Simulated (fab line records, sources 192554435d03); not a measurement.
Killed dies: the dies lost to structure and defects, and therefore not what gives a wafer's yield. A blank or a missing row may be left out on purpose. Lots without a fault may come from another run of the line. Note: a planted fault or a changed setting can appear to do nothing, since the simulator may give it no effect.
Chamber matching :: flow n5_finfet :: 4 sister chambers for N5_SD_EPI_P_DESCUM_14 on rie_diel-03
The step chemistry O2, time 7.9 s. 8 wafers are shown with their chamber, then 9 later ones without.

== EACH WAFER AND ITS CHAMBER ==
wafer: L077.5
chamber: 1
showerhead_plenum_p_Torr (Torr): 1.97
drypump_motor_current_A (A): 6.0

wafer: L078.3
chamber: 0
showerhead_plenum_p_Torr (Torr): 2.11
drypump_motor_current_A (A): 5.4

wafer: L079.2
chamber: 0
showerhead_plenum_p_Torr (Torr): 2.11
drypump_motor_current_A (A): 5.5

wafer: L079.4
chamber: 2
showerhead_plenum_p_Torr (Torr): 2.11
drypump_motor_current_A (A): 5.3

wafer: L079.6
chamber: 3
showerhead_plenum_p_Torr (Torr): 2.11
drypump_motor_current_A (A): 5.5

wafer: L086.2
chamber: 2
showerhead_plenum_p_Torr (Torr): 2.10
drypump_motor_current_A (A): 5.3

wafer: L086.3
chamber: 1
showerhead_plenum_p_Torr (Torr): 1.97
drypump_motor_current_A (A): 5.9

wafer: L086.4
chamber: 3
showerhead_plenum_p_Torr (Torr): 2.10
drypump_motor_current_A (A): 5.5

== WAFERS WHOSE CHAMBER IS MISSING ==
wafer: L087.1
showerhead_plenum_p_Torr (Torr): 2.10
drypump_motor_current_A (A): 5.5

wafer: L087.2
showerhead_plenum_p_Torr (Torr): 1.97
drypump_motor_current_A (A): 5.9

wafer: L087.6
showerhead_plenum_p_Torr (Torr): 1.97
drypump_motor_current_A (A): 5.9

wafer: L091.3
showerhead_plenum_p_Torr (Torr): 1.96
drypump_motor_current_A (A): 5.9

wafer: L091.4
showerhead_plenum_p_Torr (Torr): 2.10
drypump_motor_current_A (A): 5.4

wafer: L091.6
showerhead_plenum_p_Torr (Torr): 2.10
drypump_motor_current_A (A): 5.5

wafer: L093.1
showerhead_plenum_p_Torr (Torr): 2.10
drypump_motor_current_A (A): 5.4

wafer: L093.2
showerhead_plenum_p_Torr (Torr): 2.10
drypump_motor_current_A (A): 5.3

wafer: L093.4
showerhead_plenum_p_Torr (Torr): 2.10
drypump_motor_current_A (A): 5.4

== CHAMBER TAKEN BY EACH ==
wafer: L087.1
from the rows above: can't be placed: 3 or 0
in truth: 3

wafer: L087.2
from the rows above: 1
in truth: 1

wafer: L087.6
from the rows above: 1
in truth: 1

wafer: L091.3
from the rows above: 1
in truth: 1

wafer: L091.4
from the rows above: can't be placed: 0 or 3 or 2
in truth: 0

wafer: L091.6
from the rows above: can't be placed: 3 or 0
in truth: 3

wafer: L093.1
from the rows above: can't be placed: 0 or 3 or 2
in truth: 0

wafer: L093.2
from the rows above: 2
in truth: 2

wafer: L093.4
from the rows above: can't be placed: 0 or 3 or 2
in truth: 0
Correctly placed: 4 of 9. From these rows, 5 cannot be placed; in 5 the true chamber is one of the candidates. Number placed wrongly: 0.
How it was worked out, from the rows above alone: a wafer's distance from a chamber is the root of the sum, over the readings, of the square of ((its reading less the chamber's mean) divided by the reading's scatter). The wafer belongs to the nearest chamber; if the next one is less than 2 further off, it can't be placed. The mean given for a chamber averages the wafers shown for that chamber. How the scatter is found: for the shown wafers, subtract from each reading the mean of its chamber, square and add these, divide the total by (wafers less chambers), then take the root.
